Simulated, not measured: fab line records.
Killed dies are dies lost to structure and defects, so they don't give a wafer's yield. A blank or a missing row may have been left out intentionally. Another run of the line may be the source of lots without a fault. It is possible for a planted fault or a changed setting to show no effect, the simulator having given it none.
Matching of chambers ; flow n5_finfet ; rie_diel-03 running N5_BEOL_M14_ETCH_59: 4 sister chambers
The step etches BARC in N2/H2, target depth 89 nm, overetch 26.7 nm, time 67.9 s. 18 wafers are shown with their chamber, then 9 later ones without.

## WAFERS PAIRED WITH THEIR CHAMBERS
wafer;chamber;throttle_valve_pct (%);drypump_motor_current_A (A);showerhead_plenum_p_Torr (Torr)
L074.1;2;17.76;6.0;2.41
L074.2;0;18.35;6.3;2.64
L074.4;1;17.41;5.2;2.67
L075.3;0;18.37;6.3;2.64
L075.4;3;18.31;5.6;2.60
L075.6;1;17.43;5.2;2.66
L080.1;1;17.44;5.2;2.66
L080.2;3;18.32;5.6;2.59
L080.4;0;18.39;6.3;2.63
L083.1;0;18.38;6.2;2.63
L083.2;2;17.78;6.0;2.41
L083.5;0;18.39;6.2;2.63
L084.2;0;18.39;6.3;2.63
L084.4;1;17.46;5.3;2.65
L084.5;0;18.39;6.3;2.63
L085.1;0;18.39;6.3;2.63
L085.3;2;17.80;6.0;2.40
L085.5;1;17.48;5.2;2.65

SIGNATURES (means of the wafers above)
reading;chamber 0;chamber 1;chamber 2;chamber 3;scatter within a chamber
throttle_valve_pct;18.3813;17.4440;17.7800;18.3150;0.0194
drypump_motor_current_A;6.275;5.220;6.000;5.600;0.0405
showerhead_plenum_p_Torr;2.6325;2.6580;2.4067;2.5950;0.00625
Rule: distance of a wafer from a chamber = root of the sum over the readings of ((wafer's reading minus chamber's mean) / reading's scatter) squared. If the next closest chamber is less than 2 further off than the closest, the wafer can't be placed; otherwise it belongs to the closest. The scatter is the square root of a quotient: the sum, over the shown wafers, of each reading's squared deviation from its chamber's mean, divided by wafers minus chambers.

## WAFERS MISSING THEIR CHAMBER
wafer;throttle_valve_pct (%);drypump_motor_current_A (A);showerhead_plenum_p_Torr (Torr)
L086.1;18.40;6.3;2.63
L086.4;17.82;6.1;2.40
L086.5;17.83;5.6;2.59
L088.1;17.50;5.2;2.65
L088.3;17.87;5.6;2.59
L088.6;17.85;5.6;2.59
L095.1;18.00;6.2;2.62
L095.3;17.51;5.2;2.64
L095.5;17.88;5.6;2.58

## EACH ONE'S CHAMBER
wafer;from the rows above;in truth
L086.1;0;0
L086.4;2;2
L086.5;can't be placed: 1 or 3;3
L088.1;1;1
L088.3;3;3
L088.6;can't be placed: 3 or 1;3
L095.1;0;0
L095.3;1;1
L095.5;3;3
Correct placement for 7 of the 9. Cannot be placed on the basis of these rows: 2; the candidates contain the true chamber in 2. 0 placed wrongly.
